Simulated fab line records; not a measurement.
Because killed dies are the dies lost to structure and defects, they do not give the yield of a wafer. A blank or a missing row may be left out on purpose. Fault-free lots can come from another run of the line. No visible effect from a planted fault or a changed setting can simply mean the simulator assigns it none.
fab line records	flow n5-finfet	part 1 of 2: steps 1 to 4 of 6
record: lots: 23	wafers: 69	last-day: 19
route steps=1938 shown FIN_SAQP@98
lots untouched by any fault: they come from a run of this same line in which no faults occurred
start-h: start of the lot's first displayed wafer, in hours after the record's first day	wait-h: hours since the lot's step before	" repeats the value in the row above	L1.1+2: a row that stands for several wafers	- no value present, or no start provided	* or withheld: withheld	< > ~ a bound
route shown NAME@n: a module of which the file shows steps, and the number in the route of the first	usual: the fault-free wafers' mean and standard deviation	same: alike in all rows	chamber/n: place in a boat	sites: each site's reading	_std_site: the standard deviation of these	_edge_site: mean of outer sites minus mean of inner sites	radius-mm: how far each site lies from the wafer's centre	mask NAME#n: copy n	behind: the last tool/chamber to shape the wafer	hold: reason for holding the lot/hours on hold/outcome of the hold	device: the transistor (n, p or np) that didn't switch	end of line: the tests these same wafers got at the end of their route	step lacking rows: just its recipe	killed: dies lost to structure and defects at the first sort, not the wafer's yield	map: the dies of a wafer, with x for killed, . for not killed, _ for no die there
set.NAME: the setting the step ran with; set.NAME@STEP: the setting that earlier step ran with	model.NAME: the simulator's own value behind a step, which no gauge read
the route's steps for a sample of lots (tables are steps, rows are wafers)
services: when a tool's chamber went out of use (start-h, in hours from the record's first day, below 0 if earlier), for how many hours, and the reason
== steps ==
step: N5_FIN_SAQP_PECVD_47
recipe: material: a-Si	target-thk-a: 450	temp-c: 400	precursor: SiH4/He	pressure-torr: 3	rf-w: 100	time-s: 36.3
usual: heater-power-w: 892/100	rf-fwd-power-W: 98.9/0.46	showerhead-plenum-p-Torr: 5.65/0.046	throttle-valve-pct: 18.3/1.1
lot.wafer	tool	chamber	start-h	wait-h	heater-power-w	rf-fwd-power-W	showerhead-plenum-p-Torr	throttle-valve-pct
L074.2	pecvd-01	2	21.38	0.0	826	98.6	5.71	17.1
L074.4	"	2	"	"	816	98.7	5.71	17.0
L074.6	"	1	"	"	903	98.1	5.65	18.4
L075.2	pecvd-04	2	27.74	0.0	978	98.2	5.58	18.0
L075.4	"	0	"	"	787	99.0	5.64	18.0
L075.5	"	1	"	"	822	98.0	5.62	20.4
L076.3	pecvd-02	1	34.38	0.0	766	99.2	5.64	18.4
L076.4	"	2	"	"	899	98.8	5.60	16.2
L076.5	"	1	"	"	764	99.6	5.63	18.5
L077.1	pecvd-02	0	39.15	0.0	921	98.9	5.74	19.1
L077.5	"	0	"	"	899	99.3	5.75	19.8
L077.6	"	1	"	"	814	99.2	5.63	18.4
L078.1	pecvd-01	1	45.71	0.0	794	98.5	5.63	18.6
L078.4	"	1	"	"	809	98.6	5.63	18.7
L078.5	"	0	"	"	1036	98.8	5.63	18.9
L079.1	pecvd-01	0	51.75	0.0	960	99.0	5.59	19.3
L079.2	"	1	"	"	895	99.0	5.64	18.5
L079.3	"	2	"	"	954	98.7	5.72	16.6
L080.1	pecvd-02	1	57.29	0.0	822	99.7	5.65	18.1
L080.2	"	2	"	"	837	99.1	5.63	16.6
L080.4	"	2	"	"	859	98.6	5.62	16.6
L081.2	pecvd-04	1	63.50	0.0	815	98.5	5.64	20.4
L081.3	"	2	"	"	1025	98.7	5.58	18.1
L081.4	"	0	"	"	841	99.6	5.65	18.0
L082.3	pecvd-02	1	68.70	0.0	774	99.3	5.63	18.5
L082.5	"	2	"	"	928	98.0	5.61	16.4
L082.6	"	0	"	"	977	99.3	5.73	19.5
L083.1	pecvd-01	0	76.54	0.0	848	99.0	5.60	18.8
L083.3	"	2	"	"	969	99.3	5.72	17.0
L083.5	"	0	"	"	864	99.1	5.60	19.2
L084.3	pecvd-04	2	81.89	0.1	1171	98.7	5.59	18.1
L084.5	"	2	"	"	1161	98.8	5.58	18.0
L084.6	"	0	"	"	885	99.8	5.66	18.3
L085.3	pecvd-02	1	89.75	0.0	830	98.9	5.64	18.5
L085.4	"	1	"	"	816	99.2	5.64	18.5
L085.6	"	0	"	"	976	98.8	5.74	19.4
L086.2	pecvd-04	1	93.51	0.0	831	99.0	5.65	20.2
L086.3	"	0	"	"	799	99.2	5.65	18.1
L086.5	"	0	"	"	815	99.4	5.67	18.2
L087.1	pecvd-04	0	100.42	0.0	828	99.3	5.67	18.1
L087.2	"	1	"	"	804	97.9	5.64	20.5
L087.5	"	0	"	"	804	99.4	5.65	18.3
L088.1	pecvd-02	1	104.90	0.0	752	99.6	5.64	18.6
L088.3	"	0	"	"	858	98.9	5.74	19.8
L088.6	"	1	"	"	731	99.4	5.65	18.3
L089.2	pecvd-01	0	111.42	0.0	945	99.0	5.60	19.1
L089.3	"	2	"	"	985	98.9	5.71	17.0
L089.5	"	1	"	"	906	99.2	5.64	18.7
L090.4	pecvd-01	2	117.37	0.1	822	98.4	5.71	17.3
L090.5	"	0	"	"	1014	98.6	5.60	18.8
L090.6	"	1	"	"	908	98.7	5.64	18.5
L091.2	pecvd-02	1	123.95	0.0	736	99.4	5.65	18.5
L091.4	"	1	"	"	742	99.7	5.65	18.3
L091.6	"	2	"	"	876	97.9	5.61	16.5
L092.3	pecvd-01	0	130.22	0.0	1027	99.0	5.62	19.0
L092.4	"	1	"	"	814	98.3	5.65	18.5
L092.5	"	0	"	"	1021	98.2	5.61	19.1
L093.1	pecvd-01	2	135.87	0.0	818	99.2	5.71	17.1
L093.2	"	1	"	"	851	98.6	5.63	18.4
L093.6	"	2	"	"	799	99.3	5.71	17.1
L094.1	pecvd-04	2	141.60	0.0	1154	98.9	5.57	18.1
L094.2	"	1	"	"	734	98.3	5.64	20.6
L094.6	"	2	"	"	1152	99.0	5.58	18.0
L095.2	pecvd-02	0	147.55	0.1	883	98.9	5.74	19.4
L095.3	"	1	"	"	741	98.8	5.64	18.7
L095.6	"	1	"	"	728	99.1	5.63	18.4
L096.1	pecvd-04	2	153.84	0.0	1154	99.1	5.60	17.7
L096.2	"	1	"	"	804	98.5	5.65	20.3
L096.4	"	2	"	"	1150	99.1	5.59	17.9
step: N5_FIN_SAQP_HM_DEP_72
recipe: material: SiO2	target-thk-a: 120	temp-c: 400	precursor: SiH4/N2O	pressure-torr: 0.75	rf-w: 275	time-s: 7.2
usual: heater-power-w: 835/90	rf-fwd-power-W: 272.2/1.1	showerhead-plenum-p-Torr: 8.10/0.13
lot.wafer	tool	chamber	start-h	wait-h	heater-power-w	rf-fwd-power-W	showerhead-plenum-p-Torr
L074.2	pecvd-02	0	21.59	0.0	950	271.1	8.35
L074.4	"	2	"	"	836	270.6	8.00
L074.6	"	1	"	"	744	272.8	8.07
L075.2	pecvd-01	0	27.95	0.0	983	272.4	7.95
L075.4	"	1	"	"	737	272.1	8.06
L075.5	"	2	"	"	837	273.0	8.26
L076.3	pecvd-02	1	34.59	0.0	755	274.1	8.07
L076.4	"	1	"	"	768	273.1	8.06
L076.5	"	2	"	"	755	272.7	7.99
L077.1	pecvd-01	1	39.35	0.0	842	272.3	8.05
L077.5	"	2	"	"	884	271.9	8.26
L077.6	"	0	"	"	891	273.1	7.97
L078.1	pecvd-04	1	45.92	0.0	683	270.7	8.05
L078.4	"	1	"	"	692	270.2	8.03
L078.5	"	0	"	"	740	272.3	8.11
L079.1	pecvd-02	2	51.96	0.0	769	270.2	7.98
L079.2	"	0	"	"	923	272.3	8.35
L079.3	"	1	"	"	663	272.4	8.07
L080.1	pecvd-01	1	57.56	0.0	856	270.8	8.07
L080.2	"	0	"	"	961	272.7	7.98
L080.4	"	2	"	"	884	271.5	8.25
L081.2	pecvd-02	1	63.71	0.0	747	272.4	8.09
L081.3	"	0	"	"	905	272.9	8.34
L081.4	"	2	"	"	857	271.2	8.02
L082.3	pecvd-01	0	68.91	0.0	945	272.6	7.96
L082.5	"	1	"	"	786	272.6	8.05
L082.6	"	0	"	"	977	272.2	7.97
L083.1	pecvd-02	1	76.75	0.0	763	273.5	8.08
L083.3	"	2	"	"	877	271.8	8.02
L083.5	"	1	"	"	763	272.9	8.08
L084.3	pecvd-01	2	82.14	0.0	851	272.7	8.25
L084.5	"	0	"	"	960	272.4	7.98
L084.6	"	1	"	"	779	271.5	8.06
L085.3	pecvd-01	0	89.95	0.0	870	272.1	8.00
L085.4	"	1	"	"	824	271.6	8.05
L085.6	"	0	"	"	874	272.3	7.98
L086.2	pecvd-02	2	93.72	0.0	893	270.5	8.02
L086.3	"	1	"	"	720	274.2	8.06
L086.5	"	0	"	"	905	273.1	8.35
L087.1	pecvd-02	0	100.63	0.0	940	271.9	8.35
L087.2	"	2	"	"	807	270.5	8.02
L087.5	"	0	"	"	947	274.5	8.35
L088.1	pecvd-01	0	105.10	0.0	829	271.9	7.96
L088.3	"	1	"	"	719	271.7	8.10
L088.6	"	0	"	"	838	271.6	7.96
L089.2	pecvd-02	2	111.62	0.0	747	272.6	8.00
L089.3	"	1	"	"	740	271.8	8.07
L089.5	"	2	"	"	721	272.2	8.02
L090.4	pecvd-04	0	117.58	0.1	712	272.8	8.10
L090.5	"	1	"	"	704	270.1	8.06
L090.6	"	2	"	"	1035	270.9	7.93
L091.2	pecvd-01	0	124.16	0.0	814	270.7	7.99
L091.4	"	2	"	"	830	272.8	8.27
L091.6	"	0	"	"	816	272.7	7.95
L092.3	pecvd-02	0	130.43	0.0	925	272.8	8.34
L092.4	"	0	"	"	926	271.5	8.35
L092.5	"	2	"	"	854	271.7	8.02
L093.1	pecvd-04	0	136.07	0.0	811	273.2	8.10
L093.2	"	1	"	"	794	270.2	8.07
L093.6	"	0	"	"	793	273.7	8.09
L094.1	pecvd-01	1	141.81	0.0	776	273.6	8.04
L094.2	"	0	"	"	928	273.3	7.96
L094.6	"	1	"	"	790	272.8	8.08
L095.2	pecvd-04	2	147.76	0.0	940	272.4	7.93
L095.3	"	0	"	"	765	273.5	8.09
L095.6	"	0	"	"	760	273.4	8.09
L096.1	pecvd-01	0	154.05	0.0	965	270.9	7.96
L096.2	"	2	"	"	916	272.3	8.27
L096.4	"	0	"	"	927	272.6	7.97
step: N5_FIN_SAQP_DESCUM_21
recipe: chemistry: O2	time-s: 7.9	source-power-w: 50	bias-power-w: 20	pressure-mtorr: 20	rf-frequency-hz: 2.712e+07	temp-c: 40	resist: CAR-ArF	o2-flow-sccm: 225
usual: drypump-motor-current-A: 5.6/0.38	oes-product-au: 0.78/0.091	rf-fwd-power-W: 49.39/0.26	rf-vpp-V: 243.8/1.3	showerhead-plenum-p-Torr: 2.13/0.073	throttle-valve-pct: 20.33/0.24
lot.wafer	tool	chamber	start-h	wait-h	drypump-motor-current-A	oes-product-au	rf-fwd-power-W	rf-hours-counter-h	rf-vpp-V	showerhead-plenum-p-Torr	throttle-valve-pct
L074.2	rie-diel-01	2	22.40	0.3	5.9	0.94	49.89	8	245.6	2.23	19.99
L074.4	"	1	"	"	5.3	0.76	49.74	-	245.5	2.17	20.39
L074.6	"	0	"	"	5.9	0.70	49.86	-	241.3	1.99	20.19
L075.2	rie-diel-06	1	28.37	0.0	5.6	0.91	49.06	25	245.0	2.14	20.51
L075.4	"	3	"	"	4.9	0.75	49.20	156	243.0	1.99	20.20
L075.5	"	1	"	"	5.6	0.91	49.00	-	243.6	2.14	20.50
L076.3	rie-diel-01	2	35.05	0.1	5.9	0.91	49.53	14	245.2	2.23	20.02
L076.4	"	1	"	"	5.3	0.77	49.46	-	243.7	2.17	20.40
L076.5	"	2	"	"	5.9	0.91	49.50	-	243.7	2.23	20.02
L077.1	rie-diel-04	1	40.29	0.4	6.2	0.77	49.47	147	244.2	2.20	20.80
L077.5	"	3	"	"	5.5	0.69	49.25	-	245.1	2.18	20.53
L077.6	"	2	"	"	5.9	0.77	49.41	-	243.0	2.11	20.53
L078.1	rie-diel-04	0	46.34	0.0	6.1	0.70	49.40	232	243.4	2.17	20.38
L078.4	"	1	"	"	6.2	0.76	49.72	149	245.3	2.20	20.80
L078.5	"	1	"	"	6.2	0.76	49.51	-	243.9	2.20	20.82
L079.1	rie-diel-01	3	52.51	0.0	5.2	0.96	49.30	4	244.8	2.14	20.04
L079.2	"	0	"	"	5.9	0.68	49.58	237	240.9	1.98	20.21
L079.3	"	1	"	"	5.3	0.75	49.43	168	243.8	2.16	20.43
L080.1	rie-diel-06	3	58.11	0.0	4.9	0.73	49.01	166	242.2	1.99	20.22
L080.2	"	0	"	"	5.2	0.72	49.21	226	242.8	2.16	20.19
L080.4	"	1	"	"	5.5	0.88	49.11	36	243.7	2.14	20.51
L081.2	rie-diel-01	2	64.25	0.0	5.9	0.89	49.64	24	246.1	2.22	20.03
L081.3	"	1	"	"	5.3	0.76	49.57	172	244.2	2.16	20.40
L081.4	"	3	"	"	5.2	0.96	49.49	9	244.4	2.14	20.06
L082.3	rie-diel-06	3	69.78	0.5	4.9	0.74	49.51	170	242.7	1.99	20.22
L082.5	"	0	"	"	5.2	0.72	49.16	-	244.1	2.16	20.21
L082.6	"	3	"	"	4.9	0.73	49.52	-	242.2	1.99	20.21
L083.1	rie-diel-04	0	77.29	0.0	6.1	0.69	49.16	243	244.2	2.17	20.40
L083.3	"	3	"	"	5.5	0.69	49.74	229	243.8	2.17	20.53
L083.5	"	2	"	"	5.9	0.76	49.05	-	243.0	2.10	20.54
L084.3	rie-diel-01	1	82.69	0.0	5.3	0.75	49.62	176	244.9	2.16	20.42
L084.5	"	0	"	"	5.9	0.69	49.69	-	241.1	1.98	20.21
L084.6	"	1	"	"	5.3	0.75	49.54	-	245.6	2.16	20.43
L085.3	rie-diel-04	0	90.50	0.0	6.1	0.68	49.08	247	245.0	2.17	20.39
L085.4	"	2	"	"	5.9	0.76	49.31	167	242.9	2.10	20.55
L085.6	"	2	"	"	5.9	0.75	49.43	-	242.1	2.10	20.56
L086.2	rie-diel-06	0	94.31	0.1	5.2	0.72	48.56	236	244.5	2.16	20.20
L086.3	"	1	"	"	5.6	0.88	49.26	46	243.3	2.13	20.56
L086.5	"	3	"	"	5.0	0.74	49.36	-	242.4	1.99	20.23
L087.1	rie-diel-01	1	101.11	0.1	5.3	0.74	49.63	180	244.8	2.16	20.41
L087.2	"	2	"	"	5.9	0.87	49.70	34	244.2	2.22	20.05
L087.5	"	1	"	"	5.3	0.75	49.67	-	244.0	2.16	20.43
L088.1	rie-diel-06	2	105.97	0.4	5.6	0.70	49.06	222	242.7	2.16	20.28
L088.3	"	1	"	"	5.6	0.87	48.87	50	244.0	2.13	20.56
L088.6	"	3	"	"	4.9	0.73	49.41	-	240.5	1.99	20.23
L089.2	rie-diel-04	2	112.17	0.0	5.9	0.74	49.46	176	243.6	2.10	20.55
L089.3	"	3	"	"	5.5	0.68	49.60	242	245.5	2.17	20.56
L089.5	"	2	"	"	6.0	0.75	49.25	-	243.0	2.10	20.57
L090.4	rie-diel-01	3	118.30	0.2	5.3	0.91	49.41	-	243.6	2.13	20.08
L090.5	"	2	"	"	5.9	0.85	49.61	-	244.9	2.22	20.07
L090.6	"	3	"	"	5.2	0.91	49.40	-	243.0	2.13	20.04
L091.2	rie-diel-01	1	124.62	0.1	5.3	0.75	49.62	185	244.4	2.16	20.45
L091.4	"	2	"	"	5.9	0.86	49.17	-	245.2	2.22	20.07
L091.6	"	1	"	"	5.3	0.73	49.48	-	243.2	2.16	20.43
L092.3	rie-diel-04	1	130.97	0.0	6.1	0.74	49.22	180	245.6	2.19	20.86
L092.4	"	2	"	"	6.0	0.75	49.25	-	243.2	2.10	20.58
L092.5	"	0	"	"	6.1	1.00	49.40	-	243.7	2.16	19.99
L093.1	rie-diel-01	2	136.77	0.2	5.9	0.85	49.70	46	244.6	2.22	20.08
L093.2	"	1	"	"	5.3	0.74	49.35	189	245.0	2.16	20.45
L093.6	"	1	"	"	5.3	0.73	49.30	-	243.5	2.16	20.44
L094.1	rie-diel-06	2	142.65	0.3	5.6	0.69	49.33	234	244.8	2.15	20.30
L094.2	"	1	"	"	5.6	0.84	49.29	62	244.3	2.13	20.57
L094.6	"	3	"	"	4.9	0.72	49.32	-	242.4	1.98	20.25
L095.2	rie-diel-04	2	148.30	0.0	5.9	0.73	49.27	192	242.4	2.09	20.59
L095.3	"	1	"	"	6.2	0.73	49.87	187	244.5	2.18	20.87
L095.6	"	2	"	"	6.0	0.74	49.06	-	243.2	2.09	20.59
L096.1	rie-diel-01	0	154.59	0.0	5.9	0.94	49.54	10	244.5	2.24	19.96
L096.2	"	3	"	"	5.2	0.89	49.33	37	244.5	2.13	20.10
L096.4	"	1	"	"	5.3	0.73	49.54	195	243.9	2.15	20.44
step: N5_FIN_SAQP_SPACER2_ETCHBACK_29
recipe: chemistry: CHF3/O2	mode: anisotropic-etchback	target: SiO2	target-depth-a: 122	time-s: 6.1	pressure-mtorr: 30	source-w: 650	bias-w: 170	Ar_flow_sccm: 200	CHF3_flow_sccm: 50	O2_flow_sccm: 5	ion-energy-ev: 200
usual: drypump-motor-current-A: 5.6/0.39	oes-product-au: 0.77/0.086	rf-fwd-power-W: 645.2/2.5	rf-vpp-V: 526/13	showerhead-plenum-p-Torr: 2.45/0.066	throttle-valve-pct: 18.84/0.25
lot.wafer	tool	chamber	start-h	wait-h	drypump-motor-current-A	oes-product-au	rf-fwd-power-W	rf-hours-counter-h	rf-vpp-V	showerhead-plenum-p-Torr	throttle-valve-pct
L074.2	rie-diel-04	2	25.81	0.2	6.0	0.77	646.3	148	531	2.42	18.92
L074.4	"	3	"	"	5.5	0.70	645.8	213	552	2.49	18.84
L074.6	"	0	"	"	6.1	0.69	646.2	-	533	2.47	18.69
L075.2	rie-diel-04	1	32.17	0.2	6.2	0.78	646.9	145	524	2.53	19.30
L075.4	"	2	"	"	6.0	0.77	642.8	149	530	2.42	18.92
L075.5	"	0	"	"	6.1	0.70	641.3	-	532	2.47	18.69
L076.3	rie-diel-04	2	39.72	0.5	5.9	0.76	645.7	151	529	2.42	18.92
L076.4	"	3	"	"	5.5	0.69	646.6	216	552	2.49	18.85
L076.5	"	0	"	"	6.1	0.68	643.8	-	531	2.47	18.67
L077.1	rie-diel-06	1	43.84	0.2	5.5	0.89	645.1	30	530	2.45	18.89
L077.5	"	2	"	"	5.6	0.71	645.7	-	502	2.49	18.72
L077.6	"	3	"	"	4.9	0.73	645.2	-	522	2.32	18.83
L078.1	rie-diel-01	2	49.91	0.2	5.9	0.89	645.3	20	515	2.54	18.47
L078.4	"	1	"	"	5.3	0.76	650.6	168	524	2.51	19.00
L078.5	"	0	"	"	5.9	0.68	647.4	-	516	2.29	18.74
L079.1	rie-diel-06	1	56.50	0.2	5.6	0.89	644.7	36	529	2.45	18.90
L079.2	"	2	"	"	5.6	0.70	645.6	209	504	2.49	18.73
L079.3	"	3	"	"	4.9	0.73	646.7	165	523	2.32	18.83
L080.1	rie-diel-01	3	61.55	0.2	5.2	0.95	645.2	8	508	2.47	18.60
L080.2	"	0	"	"	5.9	0.68	647.1	240	516	2.29	18.74
L080.4	"	2	"	"	5.9	0.87	648.7	23	516	2.54	18.45
L081.2	rie-diel-06	2	67.92	0.2	5.6	0.70	647.4	212	503	2.48	18.74
L081.3	"	1	"	"	5.5	0.88	643.1	40	530	2.44	18.91
L081.4	"	3	"	"	4.9	0.73	645.8	170	521	2.31	18.83
L082.3	rie-diel-06	3	73.40	0.2	4.9	0.73	643.4	171	523	2.31	18.84
L082.5	"	0	"	"	5.2	0.71	642.7	-	537	2.45	18.53
L082.6	"	1	"	"	5.5	0.87	641.7	-	529	2.44	18.92
L083.1	rie-diel-04	3	80.67	0.2	5.5	0.68	647.5	230	552	2.48	18.87
L083.3	"	1	"	"	6.2	0.75	648.4	160	523	2.52	19.31
L083.5	"	2	"	"	5.9	0.75	645.6	-	529	2.41	18.93
L084.3	rie-diel-06	0	89.10	0.2	5.2	0.71	643.3	235	537	2.45	18.54
L084.5	"	2	"	"	5.6	0.70	643.2	-	504	2.48	18.76
L084.6	"	1	"	"	5.5	0.87	642.3	-	531	2.44	18.89
L085.3	rie-diel-04	1	93.86	0.2	6.3	0.75	644.4	165	525	2.52	19.32
L085.4	"	0	"	"	6.1	0.68	648.5	249	532	2.46	18.72
L085.6	"	2	"	"	5.9	0.75	648.8	-	529	2.41	18.96
L086.2	rie-diel-04	3	99.73	0.2	5.5	0.69	646.1	237	552	2.48	18.90
L086.3	"	2	"	"	6.0	0.75	645.7	170	530	2.41	18.95
L086.5	"	1	"	"	6.2	0.75	645.1	-	522	2.52	19.33
L087.1	rie-diel-01	2	104.50	0.2	5.9	0.85	650.3	35	516	2.53	18.47
L087.2	"	1	"	"	5.3	0.74	644.3	181	525	2.50	19.03
L087.5	"	2	"	"	5.9	0.85	649.2	-	514	2.53	18.50
L088.1	rie-diel-04	2	109.43	0.2	5.9	0.74	643.3	175	530	2.41	18.95
L088.3	"	1	"	"	6.2	0.75	645.9	172	523	2.52	19.33
L088.6	"	2	"	"	5.9	0.74	640.8	-	530	2.41	18.97
L089.2	rie-diel-04	2	116.23	0.5	5.9	0.74	645.1	177	529	2.41	18.97
L089.3	"	1	"	"	6.2	0.75	643.1	174	522	2.52	19.36
L089.5	"	0	"	"	6.1	1.03	650.8	-	530	2.46	18.29
L090.4	rie-diel-04	0	122.16	0.2	6.1	1.00	647.6	3	531	2.46	18.28
L090.5	"	2	"	"	5.9	0.74	644.4	-	529	2.40	18.96
L090.6	"	3	"	"	5.6	0.67	644.2	-	552	2.48	18.91
L091.2	rie-diel-06	2	128.06	0.2	5.6	0.68	642.2	229	503	2.48	18.76
L091.4	"	3	"	"	4.9	0.71	644.1	186	521	2.31	18.86
L091.6	"	1	"	"	5.6	0.84	643.9	-	529	2.44	18.94
L092.3	rie-diel-04	2	134.80	0.2	5.9	0.73	645.8	186	529	2.40	18.98
L092.4	"	0	"	"	6.1	0.98	644.9	-	530	2.46	18.31
L092.5	"	2	"	"	5.9	0.73	645.2	-	530	2.40	18.96
L093.1	rie-diel-06	2	140.24	0.3	5.6	0.68	647.1	233	504	2.48	18.80
L093.2	"	1	"	"	5.6	0.84	644.3	61	529	2.44	18.92
L093.6	"	0	"	"	5.2	0.70	642.4	-	537	2.44	18.56
L094.1	rie-diel-06	3	146.70	0.2	4.9	0.71	646.9	193	521	2.30	18.87
L094.2	"	1	"	"	5.6	0.84	644.4	64	529	2.43	18.96
L094.6	"	1	"	"	5.6	0.83	641.5	-	530	2.44	18.95
L095.2	rie-diel-01	2	152.94	0.3	5.9	0.83	646.5	52	515	2.53	18.51
L095.3	"	1	"	"	5.3	0.74	641.2	195	523	2.50	19.04
L095.6	"	2	"	"	5.9	0.83	646.3	-	515	2.53	18.50
L096.1	rie-diel-01	0	158.06	0.2	5.9	0.92	646.8	11	525	2.58	18.43
L096.2	"	2	"	"	5.9	0.83	645.7	54	516	2.53	18.50
L096.4	"	0	"	"	5.9	0.92	649.7	-	524	2.58	18.43
